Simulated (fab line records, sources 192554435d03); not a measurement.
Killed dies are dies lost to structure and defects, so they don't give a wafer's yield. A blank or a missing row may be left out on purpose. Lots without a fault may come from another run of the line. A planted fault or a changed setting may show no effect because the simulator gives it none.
A struck lot beside a sound one | flow n5_finfet | 17 steps out of a route of 1938
Sound: wafers L190.3, L190.4, L190.5. Struck: wafer L196.5. (L196.3, L196.4 of the same lot were not struck and are left out.) The cause comes at the end.
At each step with rows: each side's tool, then ch and its chambers, then its first start. Under that, the readings that differ: sound wafers | struck wafers | difference of the means | sigmas: that difference in standard deviations of wafers without a fault.
alike: readings whose means differ by less than 2 such deviations, and words and numbers that are the same on both sides. not compared: withheld readings, readings that some wafer has no value for, bounds like >300 that may hide the same value, and numbers for which the record gives no deviation and whose values overlap.
The two part at a step that has a row with sigmas, a row that says differs or no value, or rows on one side only. Numbers that don't overlap but have no deviation are shown without sigmas and don't part them. A reading that every wafer of one side lacks parts them only if that side has two wafers or more.

first, 3 steps without rows for these wafers: N5_HKMG_FIN_WET_ETCH_65 (etches a-Si in TMAH, stops on TiN, time 49 s, target depth 3 nm); N5_HKMG_FIN_WET_ETCH_81 (etches TiN in SC1, stops on HfO2, time 57 s, target depth 6 nm); N5_HKMG_FIN_WET_ETCH_82 (etches La2O3 in dHCl, stops on HfO2, target depth 2 nm, rinse time 30 s).
N5_HKMG_FIN_ALD_36: deposits TiN, target thk 1 nm, pulse time 1 s, purge time 3 s.
  sound on ald_metal-01 ch 0,1, day 6 02:27; struck on ald_metal-01 ch 0, day 7 13:29
  alike: heater_power_w, precursor_pulse_height_rel
N5_HKMG_FIN_THK_MEAS_70: measures by xrf.
  sound on film_metro-02, day 6 02:44; struck on film_metro-02, day 7 13:46
  reading     | sound             | struck | difference | sigmas
  HK_THK (nm) | 1.617 1.605 1.649 | 1.570  | -0.054     | -3
N5_HKMG_FIN_PWFM_ALD_03: deposits TiN, target thk 2 nm, pulse time 1 s, purge time 3 s.
  sound on ald_metal-03 ch 1,3, day 6 02:46; struck on ald_metal-03 ch 1, day 7 13:48
  alike: heater_power_w, precursor_pulse_height_rel
then, 6 steps without rows for these wafers: N5_HKMG_FIN_COAT_29 (time 60 s, resist thk 300 nm); N5_HKMG_FIN_COAT_30 (time 60 s, resist thk 35 nm); N5_HKMG_FIN_COAT_06 (resist thk 90 nm); N5_HKMG_FIN_EBR_08; N5_HKMG_FIN_SOFTBAKE_07 (time 60 s); N5_HKMG_FIN_EXPOSE_09 (exposes mask NWFM).
N5_HKMG_FIN_PEB_10: peb time 60 s.
  sound on litho_track-05 ch 0, day 6 03:32; struck on litho_track-04 ch 0, day 7 14:34
  alike: chill_plate_temp_C
then, 1 step without rows for these wafers: N5_HKMG_FIN_DEVELOP_11 (develop time 30 s).
N5_HKMG_FIN_CD_MEAS_12: target cd 92.8 nm.
  sound on cd_sem-03 ch 0, day 6 03:37; struck on cd_sem-02 ch 0, day 7 14:38
  reading    | sound          | struck | difference | sigmas
  cd_nm (nm) | 92.9 93.8 92.3 | 86.5   | -6.5       | -10
N5_HKMG_FIN_OVL_MEAS_13:
  sound on overlay-01 ch 0, day 6 03:38; struck on overlay-02 ch 0, day 7 14:40
  alike: NWFM_OVL
-- the record jumps here: 8 days lie between the struck wafers' starts before and after (it left off in module HKMG_FIN and takes up again in module PASSIVATION, whose first step shown is number 1936 of the route) --
N5_PASSIVATION_PROBE_49:
  sound on prober-02, day 13 23:26; struck on prober-01, day 15 06:56
  reading            | sound    | struck | difference | sigmas
  killed_at_contacts | 11 10 12 | 25     | +14        | +2
  alike: killed_at_M0_to_M3, killed_at_M4_up, killed_at_front_end, killed_at_other, killed_dies, killed_on_rim, killed_open, killed_short

WHERE THEY PART
First at N5_HKMG_FIN_THK_MEAS_70; last, within this record, at N5_PASSIVATION_PROBE_49.

WHY: what the simulator had put in
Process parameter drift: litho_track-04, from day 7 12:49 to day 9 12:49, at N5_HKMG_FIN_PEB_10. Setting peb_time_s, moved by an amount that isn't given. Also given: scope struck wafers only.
